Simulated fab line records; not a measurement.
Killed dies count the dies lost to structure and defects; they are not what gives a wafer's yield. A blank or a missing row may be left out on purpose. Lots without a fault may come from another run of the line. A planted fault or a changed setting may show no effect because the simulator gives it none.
Problem report in the 8D (eight disciplines) form, filled by code ; flow n5-finfet ; the parts of the form that need people (team, actions taken, sign-off) are left out

## 1. PROBLEM STATEMENT
N5_BEOL_M14_SPUTTER_44, cathode-dc-power-W: mean 11192 W over 1 wafer from 1 lot; wafers with no fault: 15000 W, standard deviation 2.7. So: -99 or more standard deviations from the usual mean.
The step: material Ta, target thk 15 nm, time 24.19 s.
Earliest sighting: wafer L317.5 on pvd-sputter-03 at day 13 16:43. The record holds 30 wafers of 10 lots with a number at this step. Rule for "out" (also "out of limits"): further than 4 standard deviations from the usual mean. The rest of the wafers with a number are treated as sound.

## 2. WHAT IT IS AND WHAT IT IS NOT
question;is;is not
which readings at this step;cathode-dc-power-W;throttle-valve-pct
which lots;L317;L314, L315, L316, L325, L327, L329, L330, L334, L336
which wafers of those lots;L317.5;L317.2, L317.4
read on which tools;pvd-sputter-03;pvd-sputter-01, pvd-sputter-02
when;from day 13 16:43;"up to then (11 sound wafers); but 18 sound wafers of L325, L327, L329, L330, L334, L336 came after"

## 3. SUSPECTS, AND WHAT RULES EACH OUT
Counting: if a tool at a process step up to the reading ran every lot that is out, it stays a suspect. Sound lots after the first of them don't rule it out here, since some wafers of a struck lot are sound.
- rie-diel-01 at N5_BEOL_M14_STRIP_37 (strips in O2): kept. It ran the lot that is out, L317 (day 13 16:17).
- pvd-sputter-03 at N5_BEOL_M14_SPUTTER_44 (material Ta, target thk 15 nm, time 24.19 s): kept. The lot that is out, L317, ran on it at day 13 16:43; the last sound lot it ran before that was L316, at day 13 03:56. Its own readings are out on those wafers: cathode-dc-power-W.
Left after counting: rie-diel-01 at N5_BEOL_M14_STRIP_37, pvd-sputter-03 at N5_BEOL_M14_SPUTTER_44.

## 4. THE CAUSE (what the simulator had put in)
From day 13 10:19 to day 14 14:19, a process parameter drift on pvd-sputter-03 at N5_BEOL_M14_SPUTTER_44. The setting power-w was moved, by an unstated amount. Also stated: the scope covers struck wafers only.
Counting leaves 2 suspects; this tool is one of them.

## 5. THE CHAIN OF EFFECTS, in route order
Each row: a reading whose mean over the struck wafers that have a number lies more than 3 standard deviations from the usual. Only readings for which the record gives a usual standard deviation are gone through. hours: the time from each lot's start at the first step in this table that gives one to its start at this step, as a median over the lots. sigmas: the change in usual standard deviations.
hours;step;reading;usual;on struck wafers;change;sigmas
0;N5_BEOL_M14_SPUTTER_44;cathode-dc-power-W;15000 W;11192;-3808;-99 or more
1;N5_BEOL_M14_CMP_49;barrier-field-endpoint-s;11.41 s;9.74;-1.67;-5.8
Its process steps:
- N5_BEOL_M14_SPUTTER_44: material Ta, target thk 15 nm, time 24.19 s.
- N5_BEOL_M14_CMP_49: polishes, stops on SiO2, t overpolish 5.2 s, target thk 560 nm.

## 6. HOW IT WOULD HAVE BEEN CAUGHT EARLIER
In this record no reading fell out of limits until day 13 16:43, 6 hours after the fault had begun at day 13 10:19.
